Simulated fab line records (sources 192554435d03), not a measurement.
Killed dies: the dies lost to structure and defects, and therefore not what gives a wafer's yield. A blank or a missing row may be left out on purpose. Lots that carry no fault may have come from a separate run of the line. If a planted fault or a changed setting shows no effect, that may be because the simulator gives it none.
Which tool did it?    flow n5-finfet    at 1 step of a route of 1938, 12 lots with 36 wafers sampled

## WHAT EACH GAUGE READ, for each wafer
N5_BEOL_M4_INSPECT_30: inspects for defects (brightfield).
lot   measured      on                 raw-defect-count
L075  day 8 09:03   defect-inspect-02  668 428 547
L077  day 8 11:57   defect-inspect-02  309 491 370
L079  day 9 00:40   defect-inspect-01  411 384 318
L081  day 10 03:47  defect-inspect-01  347 537 586
L080  day 10 11:45  defect-inspect-02  307 363 479
L085  day 10 20:25  defect-inspect-01  516 405 433
L090  day 11 09:41  defect-inspect-01  397 487 497
L091  day 11 17:48  defect-inspect-01  434 374 284
L089  day 12 00:55  defect-inspect-02  362 521 498
L094  day 14 03:01  defect-inspect-01  536 326 467
L095  day 14 08:11  defect-inspect-02  324 430 449
L096  day 14 11:47  defect-inspect-01  382 372 501

## EACH LOT AND THE TOOL THAT RAN IT (in order: tool; ch and the chambers of the sampled wafers; start)
The record holds no process step before these readings.

## THE ANSWER, worked out from the rows above alone
Rule: the lots themselves supply what counts as usual. The widest of any qualifying gaps counts: lots, ordered by their means at a reading, are off when they make up no more than a third of the lots, leave a main group of 4 or more, and stand apart from it by 3 or more times the standard deviation of that group's means. Not used: any main group whose means are identical at the precision the tables above print for the reading. Also off: a lot with no number at a reading for which 4 or more lots have one. Any other lot the step has rows for is counted as sound.
None of the lots is off at any reading shown; this tells nothing.

## WHAT THE SIMULATOR HAD PUT IN
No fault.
